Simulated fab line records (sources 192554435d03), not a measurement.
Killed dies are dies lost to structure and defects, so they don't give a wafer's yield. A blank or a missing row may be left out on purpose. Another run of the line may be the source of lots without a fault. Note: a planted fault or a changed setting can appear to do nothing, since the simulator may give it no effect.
Chamber matching || flow n5_finfet || N5_BEOL_M3_ETCH_64 on rie_diel-01 has 4 sister chambers
The step etches SOC in N2/H2, target depth 75 nm, overetch 15 nm, time 112.5 s. 8 wafers are shown with their chamber, then 11 later ones without.

WAFERS, EACH WITH ITS CHAMBER
{"wafer": "L080.6", "chamber": 2, "showerhead_plenum_p_Torr (Torr)": 2.65, "drypump_motor_current_A (A)": 5.5}
{"wafer": "L086.4", "chamber": 2, "showerhead_plenum_p_Torr (Torr)": 2.64, "drypump_motor_current_A (A)": 5.5}
{"wafer": "L086.5", "chamber": 1, "showerhead_plenum_p_Torr (Torr)": 2.53, "drypump_motor_current_A (A)": 6.1}
{"wafer": "L086.6", "chamber": 0, "showerhead_plenum_p_Torr (Torr)": 2.54, "drypump_motor_current_A (A)": 5.8}
{"wafer": "L088.2", "chamber": 1, "showerhead_plenum_p_Torr (Torr)": 2.53, "drypump_motor_current_A (A)": 6.1}
{"wafer": "L088.5", "chamber": 3, "showerhead_plenum_p_Torr (Torr)": 2.43, "drypump_motor_current_A (A)": 6.5}
{"wafer": "L088.6", "chamber": 0, "showerhead_plenum_p_Torr (Torr)": 2.53, "drypump_motor_current_A (A)": 5.7}
{"wafer": "L087.1", "chamber": 3, "showerhead_plenum_p_Torr (Torr)": 2.43, "drypump_motor_current_A (A)": 6.5}

WAFERS WITH NO CHAMBER GIVEN
{"wafer": "L087.2", "showerhead_plenum_p_Torr (Torr)": 2.64, "drypump_motor_current_A (A)": 5.5}
{"wafer": "L087.6", "showerhead_plenum_p_Torr (Torr)": 2.64, "drypump_motor_current_A (A)": 5.5}
{"wafer": "L089.2", "showerhead_plenum_p_Torr (Torr)": 2.42, "drypump_motor_current_A (A)": 6.5}
{"wafer": "L089.4", "showerhead_plenum_p_Torr (Torr)": 2.53, "drypump_motor_current_A (A)": 5.7}
{"wafer": "L089.5", "showerhead_plenum_p_Torr (Torr)": 2.64, "drypump_motor_current_A (A)": 5.5}
{"wafer": "L093.1", "showerhead_plenum_p_Torr (Torr)": 2.52, "drypump_motor_current_A (A)": 6.1}
{"wafer": "L093.2", "showerhead_plenum_p_Torr (Torr)": 2.42, "drypump_motor_current_A (A)": 6.5}
{"wafer": "L093.4", "showerhead_plenum_p_Torr (Torr)": 2.53, "drypump_motor_current_A (A)": 5.8}
{"wafer": "L096.3", "showerhead_plenum_p_Torr (Torr)": 2.52, "drypump_motor_current_A (A)": 6.1}
{"wafer": "L096.5", "showerhead_plenum_p_Torr (Torr)": 2.52, "drypump_motor_current_A (A)": 6.1}
{"wafer": "L096.6", "showerhead_plenum_p_Torr (Torr)": 2.52, "drypump_motor_current_A (A)": 5.7}

THE CHAMBER EACH PASSED THROUGH
{"wafer": "L087.2", "from the rows above": 2, "in truth": 2}
{"wafer": "L087.6", "from the rows above": 2, "in truth": 2}
{"wafer": "L089.2", "from the rows above": 3, "in truth": 3}
{"wafer": "L089.4", "from the rows above": 0, "in truth": 0}
{"wafer": "L089.5", "from the rows above": 2, "in truth": 2}
{"wafer": "L093.1", "from the rows above": 1, "in truth": 1}
{"wafer": "L093.2", "from the rows above": 3, "in truth": 3}
{"wafer": "L093.4", "from the rows above": 0, "in truth": 0}
{"wafer": "L096.3", "from the rows above": 1, "in truth": 1}
{"wafer": "L096.5", "from the rows above": 1, "in truth": 1}
{"wafer": "L096.6", "from the rows above": 0, "in truth": 0}
Placed correctly: 11 of 11. Can't be placed from these rows: 0. Wrongly placed: 0.
How it was worked out, from the rows above alone: a wafer's distance from a chamber is the root of the sum, over the readings, of the square of ((its reading less the chamber's mean) divided by the reading's scatter). The wafer belongs to the nearest chamber; if the next one is less than 2 further off, it can't be placed. For every chamber, the mean is computed from those of its wafers that are shown. The scatter is the square root of a quotient: the sum, over the shown wafers, of each reading's squared deviation from its chamber's mean, divided by wafers minus chambers.
